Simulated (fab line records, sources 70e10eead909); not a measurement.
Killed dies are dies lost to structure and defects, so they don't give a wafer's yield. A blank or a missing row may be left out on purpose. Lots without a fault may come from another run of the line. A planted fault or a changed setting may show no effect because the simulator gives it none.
A struck lot beside a sound one | flow nand_harc | 13 steps out of a route of 1302
Sound: wafers L488.2, L488.3, L488.4. Struck: wafers L493.2, L493.3, L493.6. The cause comes at the end.
At each step with rows: each side's tool, then ch and its chambers, then its first start. Under that, the readings that differ: sound wafers | struck wafers | difference of the means | sigmas: that difference in standard deviations of wafers without a fault.
alike: readings whose means differ by less than 2 such deviations, and words and numbers that are the same on both sides. not compared: withheld readings, readings that some wafer has no value for, bounds like >300 that may hide the same value, and numbers for which the record gives no deviation and whose values overlap.
The two part at a step that has a row with sigmas, a row that says differs or no value, or rows on one side only. Numbers that don't overlap but have no deviation are shown without sigmas and don't part them. A reading that every wafer of one side lacks parts them only if that side has two wafers or more.

first, 1 step without rows for these wafers: NHARC_A_SLIT_SRD_20.
NHARC_A_SLIT_CD_MEAS_21:
  sound on cd_sem-02, day 24 05:22; struck on cd_sem-02, day 26 00:24
  alike: cd_nm
then, 3 steps without rows for these wafers: NHARC_A_SIN_REMOVE_WET_00 (chemistry H3PO4, time 15300 s); NHARC_A_SIN_REMOVE_PRECLEAN_01 (cleans in SC1); NHARC_A_SIN_REMOVE_SRD_02.
NHARC_A_SIN_REMOVE_INSPECT_04:
  sound on defect_inspect-02, day 24 11:13; struck on defect_inspect-01, day 26 07:02
  alike: raw_defect_count
NHARC_A_WL_FILL_ALD_00: deposits Al2O3, target thk 3 nm, pulse time 3 s, ald cycles 30.
  sound on ald_hk-01 ch 1,2,3, day 24 11:17; struck on ald_hk-04 ch 0,1,3, day 26 07:06
  alike: heater_power_w, precursor_pulse_height_rel
NHARC_A_WL_FILL_RTA_01: time 5 s.
  sound on rtp_anneal-02 ch 0, day 24 11:35; struck on rtp_anneal-02 ch 0, day 26 07:34
  alike: lamp_power_pct, wafer_temp_C_max
NHARC_A_WL_FILL_ALD_02: deposits TiN, target thk 2 nm, pulse time 3 s, ald cycles 100.
  sound on ald_metal-03 ch 1,2,3, day 24 11:48; struck on ald_metal-03 ch 0,2,3, day 26 07:47
  alike: heater_power_w, precursor_pulse_height_rel
NHARC_A_WL_FILL_CVD_03: deposits W, target thk 40 nm, time 279 s.
  sound on cvd_w-01 ch 0,1, day 24 12:12; struck on cvd_w-02 ch 0, day 26 08:14
  alike: heater_power_w, mfc_ar_sccm, throttle_valve_pct
NHARC_A_WL_FILL_ETCHBACK_04: etches the open film in NF3, target depth 60 nm, time 120 s.
  sound on rie_metal-03 ch 0,1, day 24 12:37; struck on rie_metal-01 ch 0,1, day 26 08:34
  no value came back on the struck wafers for chamber_pressure_mTorr (mTorr), drypump_motor_current_A (A), oes_product_au (a.u.); on the sound wafers chamber_pressure_mTorr (mTorr) reads 300.21 300.32 299.88
  not compared: rf_hours_counter_h
NHARC_A_WL_FILL_ETCHBACK_05: etches the open film in Cl2/BCl3, target depth 22 nm, time 60 s.
  sound on rie_metal-03 ch 0,1, day 24 12:50; struck on rie_metal-01 ch 0,1, day 26 08:48
  alike: chamber_pressure_mTorr, drypump_motor_current_A, oes_product_au, temp_c
  not compared: rf_hours_counter_h
-- the record jumps here: 4 days lie between the struck wafers' starts before and after (it left off in module A_WL_FILL and takes up again in module END, whose first step shown is number 1302 of the route) --
NHARC_END_SORT_01:
  the record has rows for the struck wafers here (prober-01 ch 0, day 30 08:21) and none for the sound ones

WHERE THEY PART
First at NHARC_A_WL_FILL_ETCHBACK_04; last, within this record, at NHARC_END_SORT_01.

WHY: what the simulator had put in
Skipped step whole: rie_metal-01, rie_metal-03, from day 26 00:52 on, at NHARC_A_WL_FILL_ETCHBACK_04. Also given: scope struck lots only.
